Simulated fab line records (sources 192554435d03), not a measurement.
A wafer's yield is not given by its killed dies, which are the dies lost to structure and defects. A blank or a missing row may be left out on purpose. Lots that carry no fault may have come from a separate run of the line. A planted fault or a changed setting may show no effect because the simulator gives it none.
fab line records	flow n5-finfet
record lots=24	wafers=72	last-day=18
route steps=1938 shown BEOL_M11@1577 BEOL_M12@1613 BEOL_M13@1669
lots that met no fault: taken from a fault-free run of the same line
start-h: the number of hours between the record's first day and the start of the first shown wafer of the lot	wait-h: time in hours since the lot's previous step	" repeats the value in the row above	L1.1+2: several wafers, shown together as one row	- no value present, or no start provided	* or withheld: withheld	< > ~ a bound
route shown NAME@n: NAME is a module with steps in the file, n the number in the route of the first one	usual: the fault-free wafers' mean and standard deviation	same: alike in all rows	chamber/n: place in a boat	sites: per-site readings	_std_site: their standard deviation	_edge_site: outer sites' mean less inner sites'	radius-mm: for every site, how far away it sits from the centre of the wafer	mask NAME#n: copy n	behind: the tool/chamber that last shaped the wafer	hold: why the lot was held/for how many hours/how that ended	device: which transistor (n, p or np) failed to switch	end of line: at the end of the route, the tests of the same wafers	a step without rows: its recipe alone	killed: dies lost to structure and defects at the first sort, not the wafer's yield	map: the dies of a wafer, with x for killed, . for not killed, _ for no die there
set.NAME: the setting that was run; set.NAME@STEP: the one run at that earlier step	model.NAME: the simulator's own value behind a step, which no gauge read
a sample of lots followed through the steps of the route, with each step as a table and each wafer as a row
services: the hour from which a tool's chamber was out of use, counted from the record's first day as start-h (under 0 if before that day), plus the number of hours and why
## steps
# step N5_BEOL_M11_STRIP_36
# recipe chemistry=N2/H2	power-w=450	temp-c=40	pressure-mtorr=20	rf-frequency-hz=6e+07	overash-fraction=0.3	bias-power-w=7	h2-frac=0.5	n2-flow-sccm=200	h2-flow-sccm=200
# usual drypump-motor-current-A=5.6/0.43	oes-product-au=0.80/0.083	rf-vpp-V=59.0/1.7	showerhead-plenum-p-Torr=2.54/0.085	throttle-valve-pct=23.8/0.4
# same overash-fraction=0.3
lot.wafer	tool	chamber	start-h	wait-h	drypump-motor-current-A	oes-product-au	rf-hours-counter-h	rf-vpp-V	showerhead-plenum-p-Torr	throttle-valve-pct
L074.3	rie-diel-04	1	235.13	0.0	5.2	0.71	217	60.4	2.50	23.5
L074.4	"	0	"	"	5.9	0.72	198	61.4	2.54	24.1
L074.6	"	0	"	"	5.9	0.71	-	60.3	2.54	24.1
L076.1	rie-diel-06	3	250.88	0.0	6.2	0.85	58	58.2	2.58	23.8
L076.4	"	1	"	"	5.7	0.73	198	59.1	2.52	23.8
L076.6	"	0	"	"	5.2	0.81	-	61.3	2.44	23.2
L075.1	rie-diel-04	0	254.35	0.0	5.9	0.71	207	57.9	2.53	24.1
L075.3	"	2	"	"	5.7	0.69	250	54.8	2.41	24.6
L075.5	"	3	"	"	5.2	0.84	-	56.2	2.47	23.8
L077.3	rie-diel-03	1	271.20	0.0	5.4	0.86	44	59.1	2.68	23.6
L077.4	"	2	"	"	5.3	0.89	26	60.9	2.51	23.3
L077.6	"	1	"	"	5.4	0.85	-	60.6	2.68	23.6
L078.2	rie-diel-06	3	272.67	0.0	6.2	0.84	67	57.6	2.58	23.8
L078.3	"	0	"	"	5.2	0.80	103	57.5	2.43	23.3
L078.6	"	3	"	"	6.2	0.83	-	57.9	2.58	23.8
L079.1	rie-diel-04	0	273.00	0.0	5.9	0.71	216	60.1	2.53	24.1
L079.4	"	1	"	"	5.2	0.69	234	58.9	2.49	23.5
L079.6	"	2	"	"	5.7	0.99	-	59.8	2.73	24.4
L080.4	rie-diel-06	1	281.05	0.0	5.7	0.72	-	61.2	2.52	23.8
L080.5	"	3	"	"	6.2	0.83	-	57.6	2.58	23.9
L080.6	"	0	"	"	5.2	0.77	-	60.7	2.43	23.2
L081.3	rie-diel-03	1	287.75	0.0	5.3	0.86	48	57.6	2.67	23.6
L081.5	"	1	"	"	5.4	0.85	-	60.4	2.68	23.6
L081.6	"	0	"	"	5.1	0.70	-	61.0	2.53	23.9
L082.2	rie-diel-06	3	287.92	0.0	6.2	0.84	72	57.7	2.58	23.9
L082.4	"	3	"	"	6.2	0.83	-	57.3	2.58	23.9
L082.5	"	1	"	"	5.7	0.73	-	56.9	2.51	23.8
L083.1	rie-diel-06	3	292.87	0.0	6.2	0.84	75	59.4	2.57	23.9
L083.4	"	1	"	"	5.7	0.73	-	59.5	2.51	23.9
L083.6	"	3	"	"	6.2	0.83	-	60.5	2.57	23.9
L084.1	rie-diel-04	3	295.59	0.0	5.2	0.82	78	56.9	2.46	23.8
L084.4	"	0	"	"	5.9	0.69	223	60.7	2.53	24.1
L084.6	"	1	"	"	5.2	0.68	-	58.5	2.49	23.5
L085.1	rie-diel-03	1	305.50	0.0	5.4	0.86	55	62.2	2.67	23.6
L085.2	"	0	"	"	5.1	0.69	231	59.1	2.52	23.9
L085.3	"	3	"	"	6.4	0.86	83	58.0	2.60	24.6
L087.1	rie-diel-03	3	314.07	0.0	6.4	0.84	86	59.2	2.60	24.6
L087.3	"	0	"	"	5.1	0.69	235	60.4	2.52	23.9
L087.5	"	0	"	"	5.1	0.70	-	56.9	2.52	23.9
L086.2	rie-diel-06	3	319.36	0.0	6.2	0.82	84	59.7	2.57	23.9
L086.3	"	1	"	"	5.7	0.74	222	59.0	2.51	23.8
L086.4	"	2	"	"	6.1	0.94	9	60.4	2.48	23.4
L090.1	rie-diel-04	1	327.86	0.0	5.3	0.67	251	58.7	2.49	23.6
L090.3	"	2	"	"	5.7	0.92	21	60.3	2.72	24.4
L090.6	"	0	"	"	6.0	0.69	-	61.1	2.52	24.1
L089.1	rie-diel-03	3	330.50	0.0	6.4	0.83	94	59.1	2.60	24.6
L089.5	"	0	"	"	5.1	0.69	-	56.7	2.52	23.9
L089.6	"	1	"	"	5.4	0.82	-	60.1	2.67	23.6
L088.1	rie-diel-04	2	333.14	0.0	5.7	0.93	23	61.1	2.72	24.5
L088.4	"	0	"	"	5.9	0.68	236	58.6	2.52	24.2
L088.5	"	2	"	"	5.7	0.94	-	60.1	2.72	24.4
L092.1	rie-diel-03	3	348.87	0.0	6.4	0.81	103	60.0	2.59	24.6
L092.2	"	0	"	"	5.1	0.69	249	59.8	2.51	23.9
L092.3	"	1	"	"	5.4	0.82	75	60.5	2.66	23.7
L093.1	rie-diel-04	3	349.97	0.0	5.2	0.80	98	61.2	2.46	23.9
L093.3	"	0	"	"	5.9	0.69	244	56.2	2.52	24.1
L093.4	"	3	"	"	5.1	0.79	-	55.3	2.46	23.9
L091.1	rie-diel-06	1	363.48	0.0	5.7	0.70	231	61.6	2.51	23.9
L091.2	"	3	"	"	6.2	0.79	93	60.7	2.57	23.9
L091.4	"	2	"	"	6.0	0.89	17	57.2	2.48	23.4
L094.3	rie-diel-04	1	366.71	0.0	5.2	0.98	1	60.2	2.49	23.2
L094.4	"	3	"	"	5.1	0.78	-	60.1	2.45	23.9
L094.6	"	1	"	"	5.2	1.00	-	59.2	2.49	23.2
L096.3	rie-diel-06	2	366.92	0.0	6.1	0.90	19	60.1	2.48	23.4
L096.5	"	1	"	"	5.7	0.70	-	58.3	2.51	23.9
L096.6	"	2	"	"	6.1	0.90	-	63.0	2.48	23.4
L095.2	rie-diel-06	1	376.87	0.0	5.7	0.69	235	59.7	2.50	23.9
L095.5	"	3	"	"	6.2	0.81	-	57.2	2.56	23.9
L095.6	"	2	"	"	6.0	0.89	-	58.6	2.48	23.4
L097.2	rie-diel-06	0	380.56	0.0	5.2	0.76	134	58.4	2.42	23.3
L097.3	"	1	"	"	5.7	0.71	236	60.0	2.50	23.9
L097.5	"	3	"	"	6.2	0.81	-	57.8	2.56	23.9
# step N5_BEOL_M11_INSPECT_58
# recipe inspect-instrument=darkfield	mode=post-dep
# usual raw-defect-count=72/21
lot.wafer	tool	chamber	start-h	wait-h	raw-defect-count
L074.3	defect-inspect-01	-	240.93	0.0	76
L074.4	"	-	"	"	82
L074.6	"	-	"	"	75
L076.1	defect-inspect-01	-	254.26	0.0	76
L076.4	"	-	"	"	37
L076.6	"	-	"	"	60
L075.1	defect-inspect-02	-	258.32	0.0	93
L075.3	"	-	"	"	75
L075.5	"	-	"	"	103
L077.3	defect-inspect-01	-	274.38	0.0	70
L077.4	"	-	"	"	65
L077.6	"	-	"	"	43
L078.2	defect-inspect-01	-	275.90	0.0	111
L078.3	"	-	"	"	54
L078.6	"	-	"	"	64
L079.1	defect-inspect-02	-	276.81	0.0	70
L079.4	"	-	"	"	65
L079.6	"	-	"	"	54
L080.4	defect-inspect-01	-	283.67	0.0	58
L080.5	"	-	"	"	110
L080.6	"	-	"	"	72
L082.2	defect-inspect-02	-	291.62	0.0	87
L082.4	"	-	"	"	86
L082.5	"	-	"	"	76
L081.3	defect-inspect-02	-	291.77	0.0	75
L081.5	"	-	"	"	58
L081.6	"	-	"	"	89
L083.1	defect-inspect-01	-	295.92	0.0	103
L083.4	"	-	"	"	79
L083.6	"	-	"	"	67
L084.1	defect-inspect-01	-	300.07	0.0	56
L084.4	"	-	"	"	79
L084.6	"	-	"	"	63
L085.1	defect-inspect-01	-	308.31	0.0	52
L085.2	"	-	"	"	58
L085.3	"	-	"	"	62
L087.1	defect-inspect-02	-	316.73	0.0	61
L087.3	"	-	"	"	59
L087.5	"	-	"	"	53
L086.2	defect-inspect-01	-	322.05	0.0	75
L086.3	"	-	"	"	63
L086.4	"	-	"	"	57
L090.1	defect-inspect-02	-	332.59	0.0	84
L090.3	"	-	"	"	48
L090.6	"	-	"	"	51
L089.1	defect-inspect-01	-	333.43	0.0	56
L089.5	"	-	"	"	93
L089.6	"	-	"	"	76
L088.1	defect-inspect-02	-	338.23	0.0	65
L088.4	"	-	"	"	66
L088.5	"	-	"	"	82
L092.1	defect-inspect-01	-	352.05	0.0	87
L092.2	"	-	"	"	64
L092.3	"	-	"	"	44
L093.1	defect-inspect-01	-	353.68	0.0	66
L093.3	"	-	"	"	50
L093.4	"	-	"	"	57
L091.1	defect-inspect-02	-	366.74	0.0	135
L091.2	"	-	"	"	84
L091.4	"	-	"	"	68
L096.3	defect-inspect-01	-	371.56	0.0	46
L096.5	"	-	"	"	33
L096.6	"	-	"	"	69
L094.3	defect-inspect-01	-	371.62	0.0	73
L094.4	"	-	"	"	68
L094.6	"	-	"	"	86
L095.2	defect-inspect-02	-	379.81	0.0	52
L095.5	"	-	"	"	54
L095.6	"	-	"	"	82
L097.2	defect-inspect-02	-	383.93	0.0	50
L097.3	"	-	"	"	73
L097.5	"	-	"	"	74
# step N5_BEOL_M12_OVL_MEAS_11
# recipe points-per-wafer=44
# usual V11_OVL=-2/4.5
lot.wafer	tool	chamber	start-h	wait-h	V11_OVL[nm]
L074.3	overlay-02	0	241.55	0.0	5
L074.4	"	0	"	"	-3
L074.6	"	0	"	"	-2
L076.1	overlay-01	0	254.89	0.0	-10
L076.4	"	0	"	"	-3
L076.6	"	0	"	"	-3
L075.1	overlay-02	0	258.96	0.0	-5
L075.3	"	0	"	"	-6
L075.5	"	0	"	"	-4
L077.3	overlay-02	0	275.00	0.0	1
L077.4	"	0	"	"	-3
L077.6	"	0	"	"	-1
L078.2	overlay-01	0	276.53	0.0	-3
L078.3	"	0	"	"	-9
L078.6	"	0	"	"	-8
L079.1	overlay-01	0	277.31	0.0	1
L079.4	"	0	"	"	0
L079.6	"	0	"	"	-4
L080.4	overlay-01	0	284.17	0.0	-3
L080.5	"	0	"	"	2
L080.6	"	0	"	"	-5
L082.2	overlay-02	0	292.25	0.0	-5
L082.4	"	0	"	"	-4
L082.5	"	0	"	"	4
L081.3	overlay-01	0	292.41	0.0	4
L081.5	"	0	"	"	2
L081.6	"	0	"	"	-3
L083.1	overlay-01	0	296.54	0.0	-10
L083.4	"	0	"	"	-3
L083.6	"	0	"	"	-10
L084.1	overlay-01	0	300.57	0.0	-8
L084.4	"	0	"	"	-7
L084.6	"	0	"	"	0
L085.1	overlay-02	0	308.81	0.0	0
L085.2	"	0	"	"	5
L085.3	"	0	"	"	0
L087.1	overlay-01	0	317.38	0.0	4
L087.3	"	0	"	"	0
L087.5	"	0	"	"	-5
L086.2	overlay-02	0	322.68	0.0	-4
L086.3	"	0	"	"	-1
L086.4	"	0	"	"	-1
L090.1	overlay-02	0	333.09	0.0	5
L090.3	"	0	"	"	-4
L090.6	"	0	"	"	-1
L089.1	overlay-02	0	333.98	0.0	-3
L089.5	"	0	"	"	-3
L089.6	"	0	"	"	-4
L088.1	overlay-01	0	338.86	0.0	0
L088.4	"	0	"	"	-1
L088.5	"	0	"	"	-12
L092.1	overlay-02	0	352.68	0.0	5
L092.2	"	0	"	"	-2
L092.3	"	0	"	"	-4
L093.1	overlay-02	0	354.31	0.0	5
L093.3	"	0	"	"	2
L093.4	"	0	"	"	6
L091.1	overlay-02	0	367.25	0.0	-3
L091.2	"	0	"	"	-2
L091.4	"	0	"	"	2
L096.3	overlay-02	0	372.26	0.0	-5
L096.5	"	0	"	"	-12
L096.6	"	0	"	"	-12
L094.3	overlay-01	0	372.29	0.0	-5
L094.4	"	0	"	"	-7
L094.6	"	0	"	"	-3
L095.2	overlay-02	0	380.44	0.0	-5
L095.5	"	0	"	"	-3
L095.6	"	0	"	"	5
L097.2	overlay-02	0	384.43	0.0	8
L097.3	"	0	"	"	2
L097.5	"	0	"	"	-3
# step N5_BEOL_M12_SPUTTER_43
# recipe material=TaN	target-thk-a=150	temp-c=50	bias-v=168.6	power-w=15000	chamber-pressure-pa=0.12	time-s=24.19
# usual throttle-valve-pct=29.9/0.83
lot.wafer	tool	chamber	start-h	wait-h	throttle-valve-pct
L074.3	pvd-sputter-03	-	243.98	0.0	30.4
L074.4	"	-	"	"	29.1
L074.6	"	-	"	"	29.3
L076.1	pvd-sputter-03	-	258.09	0.0	31.0
L076.4	"	-	"	"	29.1
L076.6	"	-	"	"	31.0
L075.1	pvd-sputter-02	-	263.24	0.0	31.0
L075.3	"	-	"	"	29.7
L075.5	"	-	"	"	30.5
L077.3	pvd-sputter-03	-	277.09	0.0	29.0
L077.4	"	-	"	"	30.6
L077.6	"	-	"	"	29.0
L078.2	pvd-sputter-03	-	282.01	0.0	30.4
L078.3	"	-	"	"	30.7
L078.6	"	-	"	"	28.7
L079.1	pvd-sputter-03	-	282.45	0.0	28.9
L079.4	"	-	"	"	30.3
L079.6	"	-	"	"	30.5
L080.4	pvd-sputter-02	-	288.49	0.0	31.0
L080.5	"	-	"	"	29.7
L080.6	"	-	"	"	30.0
L082.2	pvd-sputter-02	-	299.26	0.0	30.0
L082.4	"	-	"	"	29.8
L082.5	"	-	"	"	30.6
L081.3	pvd-sputter-02	-	299.96	0.0	30.3
L081.5	"	-	"	"	29.8
L081.6	"	-	"	"	30.7
L083.1	pvd-sputter-02	-	301.18	0.0	30.3
L083.4	"	-	"	"	30.0
L083.6	"	-	"	"	30.4
L084.1	pvd-sputter-03	-	305.08	0.0	30.3
L084.4	"	-	"	"	29.4
L084.6	"	-	"	"	28.9
L085.1	pvd-sputter-03	-	312.46	0.0	30.4
L085.2	"	-	"	"	29.1
L085.3	"	-	"	"	30.8
L087.1	pvd-sputter-01	-	320.64	0.0	28.6
L087.3	"	-	"	"	29.8
L087.5	"	-	"	"	30.3
L086.2	pvd-sputter-03	-	326.21	0.0	31.0
L086.3	"	-	"	"	30.8
L086.4	"	-	"	"	31.0
L089.1	pvd-sputter-03	-	338.27	0.0	28.4
L089.5	"	-	"	"	30.6
L089.6	"	-	"	"	28.5
L090.1	pvd-sputter-01	-	338.27	0.0	28.5
L090.3	"	-	"	"	28.4
L090.6	"	-	"	"	28.7
L088.1	pvd-sputter-01	-	341.47	0.0	30.4
L088.4	"	-	"	"	28.6
L088.5	"	-	"	"	30.3
L092.1	pvd-sputter-01	-	354.83	0.0	28.5
L092.2	"	-	"	"	28.2
L092.3	"	-	"	"	30.3
L093.1	pvd-sputter-03	-	357.26	0.0	30.7
L093.3	"	-	"	"	30.8
L093.4	"	-	"	"	28.4
L091.1	pvd-sputter-02	-	371.46	0.0	31.0
L091.2	"	-	"	"	30.0
L091.4	"	-	"	"	29.7
L096.3	pvd-sputter-02	-	374.66	0.0	30.3
L096.5	"	-	"	"	29.5
L096.6	"	-	"	"	30.8
L094.3	pvd-sputter-02	-	377.40	0.0	30.7
L094.4	"	-	"	"	30.3
L094.6	"	-	"	"	29.5
L095.2	pvd-sputter-02	-	383.52	0.0	30.7
L095.5	"	-	"	"	30.6
L095.6	"	-	"	"	29.6
L097.2	pvd-sputter-01	-	388.15	0.0	28.2
L097.3	"	-	"	"	30.1
L097.5	"	-	"	"	30.1
# step N5_BEOL_M12_ANNEAL_48
# recipe temp-c=225	time-s=90	ambient=N2
# usual wafer_temp_C_max=225.9/0.43
lot.wafer	tool	chamber	start-h	wait-h	wafer_temp_C_max
L074.3	rtp-anneal-01	0	244.49	0.2	225.9
L074.4	"	0	"	"	226.0
L074.6	"	0	"	"	226.0
L076.1	rtp-anneal-01	0	258.51	0.1	226.7
L076.4	"	0	"	"	226.2
L076.6	"	0	"	"	227.2
L075.1	rtp-anneal-02	0	263.66	0.1	225.6
L075.3	"	0	"	"	225.5
L075.5	"	0	"	"	225.6
L077.3	rtp-anneal-01	0	278.38	0.9	226.4
L077.4	"	0	"	"	226.8
L077.6	"	0	"	"	226.5
L078.2	rtp-anneal-01	0	282.47	0.1	226.3
L078.3	"	0	"	"	226.2
L078.6	"	0	"	"	226.0
L079.1	rtp-anneal-02	0	283.18	0.4	225.5
L079.4	"	0	"	"	225.5
L079.6	"	0	"	"	225.4
L080.4	rtp-anneal-01	0	289.19	0.3	226.3
L080.5	"	0	"	"	226.3
L080.6	"	0	"	"	225.9
L082.2	rtp-anneal-02	0	299.72	0.1	225.7
L082.4	"	0	"	"	225.7
L082.5	"	0	"	"	226.1
L081.3	rtp-anneal-02	0	300.67	0.4	225.3
L081.5	"	0	"	"	225.4
L081.6	"	0	"	"	225.4
L083.1	rtp-anneal-02	0	301.66	0.2	225.3
L083.4	"	0	"	"	225.5
L083.6	"	0	"	"	225.3
L084.1	rtp-anneal-01	0	305.50	0.1	225.9
L084.4	"	0	"	"	225.8
L084.6	"	0	"	"	226.2
L085.1	rtp-anneal-01	0	312.88	0.1	226.5
L085.2	"	0	"	"	225.9
L085.3	"	0	"	"	226.3
L087.1	rtp-anneal-02	0	321.06	0.1	226.0
L087.3	"	0	"	"	225.8
L087.5	"	0	"	"	225.5
L086.2	rtp-anneal-01	0	326.67	0.1	225.9
L086.3	"	0	"	"	226.1
L086.4	"	0	"	"	226.3
L089.1	rtp-anneal-02	0	338.70	0.1	225.4
L089.5	"	0	"	"	225.4
L089.6	"	0	"	"	225.2
L090.1	rtp-anneal-01	0	338.75	0.1	226.1
L090.3	"	0	"	"	226.1
L090.6	"	0	"	"	226.5
L088.1	rtp-anneal-02	0	341.89	0.1	225.5
L088.4	"	0	"	"	225.5
L088.5	"	0	"	"	225.6
L092.1	rtp-anneal-01	0	355.27	0.1	226.2
L092.2	"	0	"	"	226.2
L092.3	"	0	"	"	226.1
L093.1	rtp-anneal-02	0	357.68	0.1	225.5
L093.3	"	0	"	"	225.5
L093.4	"	0	"	"	225.5
L091.1	rtp-anneal-02	0	371.94	0.1	225.6
L091.2	"	0	"	"	225.6
L091.4	"	0	"	"	225.4
L096.3	rtp-anneal-02	0	375.17	0.2	225.3
L096.5	"	0	"	"	225.5
L096.6	"	0	"	"	225.3
L094.3	rtp-anneal-01	0	377.91	0.2	226.5
L094.4	"	0	"	"	226.7
L094.6	"	0	"	"	226.1
L095.2	rtp-anneal-02	0	384.15	0.3	225.6
L095.5	"	0	"	"	225.6
L095.6	"	0	"	"	225.6
L097.2	rtp-anneal-02	0	388.73	0.3	225.8
L097.3	"	0	"	"	225.6
L097.5	"	0	"	"	225.9
# step N5_BEOL_M13_CD_MEAS_10
# recipe target-cd-nm=190	landing-energy-ev=500	detector=se-inlens	polarity=opening
# usual cd-nm=189.8/1.6
lot.wafer	tool	chamber	start-h	wait-h	cd-nm
L074.3	cd-sem-01	0	245.79	-	190.8
L074.4	"	0	"	"	190.5
L074.6	"	0	"	"	191.5
L076.1	cd-sem-01	0	259.75	-	189.0
L076.4	"	0	"	"	190.7
L076.6	"	0	"	"	192.7
L075.1	cd-sem-03	0	265.02	-	191.0
L075.3	"	0	"	"	189.8
L075.5	"	0	"	"	191.6
L077.3	cd-sem-02	0	279.54	-	189.1
L077.4	"	0	"	"	189.9
L077.6	"	0	"	"	188.9
L078.2	cd-sem-02	0	283.90	-	191.2
L078.3	"	0	"	"	190.3
L078.6	"	0	"	"	189.2
L079.1	cd-sem-02	0	284.55	-	188.2
L079.4	"	0	"	"	186.7
L079.6	"	0	"	"	188.2
L080.4	cd-sem-01	0	290.56	-	188.0
L080.5	"	0	"	"	190.7
L080.6	"	0	"	"	188.6
L082.2	cd-sem-03	0	300.92	-	191.7
L082.4	"	0	"	"	191.1
L082.5	"	0	"	"	192.3
L081.3	cd-sem-01	0	301.85	-	190.5
L081.5	"	0	"	"	190.4
L081.6	"	0	"	"	189.6
L083.1	cd-sem-02	0	303.01	-	188.4
L083.4	"	0	"	"	189.9
L083.6	"	0	"	"	192.2
L084.1	cd-sem-03	0	306.74	-	191.4
L084.4	"	0	"	"	192.3
L084.6	"	0	"	"	190.6
L085.1	cd-sem-02	0	314.12	-	188.8
L085.2	"	0	"	"	190.2
L085.3	"	0	"	"	189.9
L087.1	cd-sem-01	0	322.42	-	189.4
L087.3	"	0	"	"	189.9
L087.5	"	0	"	"	189.9
L086.2	cd-sem-02	0	327.99	-	192.4
L086.3	"	0	"	"	191.7
L086.4	"	0	"	"	189.4
L089.1	cd-sem-02	0	339.94	-	190.2
L089.5	"	0	"	"	188.8
L089.6	"	0	"	"	189.1
L090.1	cd-sem-03	0	340.12	-	190.9
L090.3	"	0	"	"	190.3
L090.6	"	0	"	"	189.0
L088.1	cd-sem-01	0	343.26	-	189.3
L088.4	"	0	"	"	188.1
L088.5	"	0	"	"	189.5
L092.1	cd-sem-01	0	356.63	-	191.5
L092.2	"	0	"	"	190.2
L092.3	"	0	"	"	189.0
L093.1	cd-sem-03	0	359.04	-	190.7
L093.3	"	0	"	"	188.5
L093.4	"	0	"	"	190.3
L091.1	cd-sem-03	0	373.30	-	187.8
L091.2	"	0	"	"	187.8
L091.4	"	0	"	"	189.2
L096.3	cd-sem-03	0	376.49	-	191.0
L096.5	"	0	"	"	192.9
L096.6	"	0	"	"	192.0
L094.3	cd-sem-02	0	379.18	-	188.0
L094.4	"	0	"	"	186.1
L094.6	"	0	"	"	188.6
L095.2	cd-sem-03	0	385.34	-	188.3
L095.5	"	0	"	"	188.9
L095.6	"	0	"	"	187.3
L097.2	cd-sem-01	0	390.04	-	185.7
L097.3	"	0	"	"	185.5
L097.5	"	0	"	"	188.7
## services
tool	chamber	start-h	hours	kind
rie-diel-03	-	239.00	15.6	pm
rie-diel-04	2	254.55	-	clean
rie-diel-04	2	254.55	-	consumable-replace:focus-ring
rie-diel-04	2	254.55	-	consumable-replace:showerhead
rie-diel-04	2	254.55	11.3	scheduled-down
rie-diel-04	2	254.55	11.3	vent-cycle
rie-diel-06	0	267.66	4.5	repair
rie-diel-06	2	272.21	-	clean
rie-diel-06	2	272.21	-	consumable-replace:focus-ring
rie-diel-06	2	272.21	23.9	scheduled-down
rie-diel-06	2	272.21	23.9	vent-cycle
rie-diel-04	3	278.44	4.5	repair
rie-diel-03	2	296.51	115.9	repair
rie-diel-04	3	296.85	3.5	repair
rie-diel-04	1	334.75	7.2	repair
rie-diel-06	-	340.42	15.6	pm
rie-diel-04	1	342.30	-	clean
rie-diel-04	1	342.30	-	consumable-replace:focus-ring
rie-diel-04	1	342.30	23.1	scheduled-down
rie-diel-04	1	342.30	23.1	vent-cycle
pvd-sputter-01	-	363.48	2.4	repair
rie-diel-04	0	365.36	-	clean
rie-diel-04	0	365.36	-	consumable-replace:focus-ring
rie-diel-04	0	365.36	12.6	scheduled-down
## key
fault none
